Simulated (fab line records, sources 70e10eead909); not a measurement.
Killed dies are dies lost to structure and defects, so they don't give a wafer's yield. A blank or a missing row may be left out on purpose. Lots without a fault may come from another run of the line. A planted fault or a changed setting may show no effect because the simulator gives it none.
Which tool did it? | flow nand_harc | 6 lots, 17 wafers sampled, at 5 steps of a route of 1302

WHAT THE GAUGES READ, wafer by wafer
NHARC_END_SORT_01.
lot  | measured     | on        | defect_limited_yield (%)
L210 | day 27 05:41 | prober-01 | 89.1 92.0 92.6
L219 | day 31 14:28 | prober-02 | 90.7 0.1 88.2
L221 | day 32 14:59 | prober-01 | 0.4 91.4

WHICH TOOL RAN EACH LOT (tool, then ch and the chambers of the sampled wafers, then the start)
lot  | NHARC_P_M2_PVD_21            | NHARC_THIN_TSV_ETCH_44             | NHARC_THIN_TSV_PVD_19                   | NHARC_THIN_TSV_DEGAS_53
L206 | pvd_sputter-01, day 7 15:18  | rie_diel-13 ch 1,2,3, day 24 12:08 | pvd_sputter-01, day 24 16:34 or earlier | pvd_sputter-01, day 24 16:34
L208 | pvd_sputter-01, day 8 10:14  | rie_diel-10 ch 1,2,3, day 25 00:49 | pvd_sputter-03, day 25 05:13 or earlier | pvd_sputter-01, day 25 05:13
L210 | pvd_sputter-03, day 9 14:15  | rie_diel-10 ch 0,1,2, day 26 12:49 | pvd_sputter-01, day 26 17:21 or earlier | pvd_sputter-01, day 26 17:21
L212 | pvd_sputter-03, day 10 18:29 | rie_diel-13 ch 0,3, day 28 00:18   | pvd_sputter-02, day 28 04:48 or earlier | pvd_sputter-01, day 28 04:48
L219 | pvd_sputter-03, day 13 06:43 | rie_diel-13 ch 1,2, day 30 21:23   | pvd_sputter-02, day 31 01:47 or earlier | pvd_sputter-01, day 31 01:47
L221 | pvd_sputter-03, day 13 20:29 | rie_diel-10 ch 3, day 31 17:26     | pvd_sputter-02, day 31 21:52 or earlier | pvd_sputter-02, day 31 21:52
- NHARC_P_M2_PVD_21: deposits Cu, target thk 30 nm, time 20.49 s.
- NHARC_THIN_TSV_ETCH_44: etches the open film in CF4/O2, target depth 1594.2 nm, time 797.1 s.
- NHARC_THIN_TSV_PVD_19: deposits TaN, target thk 20 nm.
- NHARC_THIN_TSV_DEGAS_53: time 60 s.

THE ANSWER, worked out from the rows above alone
Rule: what is usual is taken from the lots themselves. Put in order of their means at a reading, lots are off if they are a third of the lots or fewer, leave a main group of 4 or more, and stand apart from it by a gap of 3 or more times the standard deviation of the main group's means; of several such gaps the widest counts. A main group whose means are all the same, to the digits that the tables above print for the reading, isn't used. A lot without any number at a reading at which 4 lots or more have one is off too. The other lots that the step has rows for count as sound.
No lot is off at any reading shown: from this, nothing can be told.

WHAT THE SIMULATOR HAD PUT IN
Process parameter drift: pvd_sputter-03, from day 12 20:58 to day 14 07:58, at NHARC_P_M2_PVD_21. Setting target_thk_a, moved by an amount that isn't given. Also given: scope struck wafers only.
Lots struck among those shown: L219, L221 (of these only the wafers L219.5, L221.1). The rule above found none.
